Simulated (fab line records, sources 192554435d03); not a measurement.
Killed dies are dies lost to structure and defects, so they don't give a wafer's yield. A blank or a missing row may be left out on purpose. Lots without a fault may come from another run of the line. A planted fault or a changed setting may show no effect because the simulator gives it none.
Split-lot experiment | flow n5_finfet | 7 lots, 21 wafers read, on a route of 1938 steps

THE SPLIT
At N5_BEOL_M12_COAT_04 (resist thk 400 nm), the setting spin_rpm was moved away from the recipe's 1625 rpm on 6 of the 21 wafers read, by -5.2% to +9.2%. The other wafers ran this setting at the recipe's value.

FROM THE SPLIT TO THE READING: what the file shows between them, 2 steps
- N5_BEOL_M12_DESCUM_15: chemistry O2, time 7.9 s (also split here: time_s)
- N5_BEOL_M12_ETCH_59: etches BARC in N2/H2, target depth 89 nm, overetch 26.7 nm, time 67.9 s

THE READING
coat_of_BEOL_M12_COAT_04.thk_nm (the simulator's own value, which no gauge read), in nm, at N5_BEOL_M12_VIA_ETCH_16 (etches SiOC in C4F8/O2/Ar, target depth 724.8 nm). The file gives no usual value for it. The 15 wafers here that ran the recipe average 123.8 nm, standard deviation 2.1 nm.

wafer  | tool, chamber at the split | spin_rpm as run, rpm | against the recipe | coat_of_BEOL_M12_COAT_04.thk_nm, nm | against lot-mates on the recipe
L075.1 | litho_track-04, 0          | 1575                 | -3.1%              | 128.4                               | +5.3
L075.2 | litho_track-04, 0          | 1625                 | recipe             | 123                                 | -
L075.3 | litho_track-04, 0          | 1625                 | recipe             | 123.2                               | -
L081.1 | litho_track-05, 0          | 1625                 | recipe             | 125.4                               | -
L081.2 | litho_track-05, 0          | 1625                 | recipe             | 124.4                               | -
L081.5 | litho_track-05, 0          | 1540                 | -5.2%              | 136.4                               | +11.5
L082.1 | litho_track-04, 0          | 1625                 | recipe             | 125.4                               | -
L082.2 | litho_track-04, 0          | 1774                 | +9.2%              | 108                                 | -18.0
L082.5 | litho_track-04, 0          | 1625                 | recipe             | 126.6                               | -
L084.3 | litho_track-03, 0          | 1625                 | recipe             | 125.8                               | -
L084.5 | litho_track-03, 0          | 1681                 | +3.4%              | 113                                 | -12.8
L084.6 | litho_track-03, 0          | 1681                 | +3.4%              | 116.4                               | -9.4
L094.3 | litho_track-05, 0          | 1625                 | recipe             | 126                                 | -
L094.4 | litho_track-05, 0          | 1625                 | recipe             | 119.4                               | -
L094.5 | litho_track-05, 0          | 1625                 | recipe             | 120                                 | -
L096.2 | litho_track-05, 0          | 1625                 | recipe             | 124.4                               | -
L096.3 | litho_track-05, 0          | 1625                 | recipe             | 123.8                               | -
L096.4 | litho_track-05, 0          | 1625                 | recipe             | 121.4                               | -
L097.3 | litho_track-04, 0          | 1748                 | +7.6%              | 111.8                               | -12.1
L097.5 | litho_track-04, 0          | 1625                 | recipe             | 123.6                               | -
L097.6 | litho_track-04, 0          | 1625                 | recipe             | 124.2                               | -

THE FIT
A straight line over all 21 wafers: coat_of_BEOL_M12_COAT_04.thk_nm changes by -1.87 nm for each +1% of spin_rpm; r = -0.93; the points scatter about the line by 2.3 nm.
The same after taking each lot's own level away (the mean of its wafers on the recipe; 21 wafers): -2.01 nm for each +1%; r = -0.95; scatter 2.1 nm.
On that fit, the largest move of spin_rpm shifts the reading by 18 nm.
The lots' own levels span 121.80 to 126.00 nm, that is 2.0 times the standard deviation above.
So the lot-to-lot level changes the slope little: the two slopes agree.
Check: with one of the wafers moved furthest among these (+9.2%) left out of the fit, the line predicts -19.1 nm for it against its lot-mates. It came out at -18 nm against them.

OTHER SPLITS ON THESE WAFERS
These wafers also went through other splits before the reading. Each is held against what the fit with the lots' levels taken away leaves over:
other split on the same wafers | wafers away from the commonest value | r with coat_of_BEOL_M12_COAT_04.thk_nm (lot level and that fit taken away)
N5_BEOL_M10_COAT_05 spin_rpm   | 7                                    | -0.16
N5_BEOL_M11_COAT_59 spin_rpm   | 8                                    | -0.17
N5_BEOL_M11_COAT_05 spin_rpm   | 5                                    | +0.31
N5_BEOL_M12_DESCUM_15 time_s   | 5                                    | +0.18

THE WHOLE CHAIN: every reading that the file lists as answering this split, in the file's order
step                    | what it does                                                            | reading                                                                          | change (the file's fit)              | r (the file's)
N5_BEOL_M12_COAT_04     | resist thk 400 nm                                                       | coat_of_BEOL_M12_COAT_04.thk_nm (the simulator's own value, which no gauge read) | -1.96 nm for each +1% of the setting | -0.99
N5_BEOL_M12_ETCH_59     | etches BARC in N2/H2, target depth 89 nm, overetch 26.7 nm, time 67.9 s | coat_of_BEOL_M12_COAT_04.thk_nm (the simulator's own value, which no gauge read) | -2.11 nm for each +1% of the setting | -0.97
N5_BEOL_M12_VIA_ETCH_16 | etches SiOC in C4F8/O2/Ar, target depth 724.8 nm                        | coat_of_BEOL_M12_COAT_04.thk_nm (the simulator's own value, which no gauge read) | -1.95 nm for each +1% of the setting | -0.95
N5_BEOL_M12_STRIP_63    | strips in N2/H2                                                         | strip_time_to_endpoint_s                                                         | withheld for each +1% of the setting | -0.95

THE FILE'S OWN FIT
coat_of_BEOL_M12_COAT_04.thk_nm changes by -1.95 nm for each +1% of spin_rpm, r = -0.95.
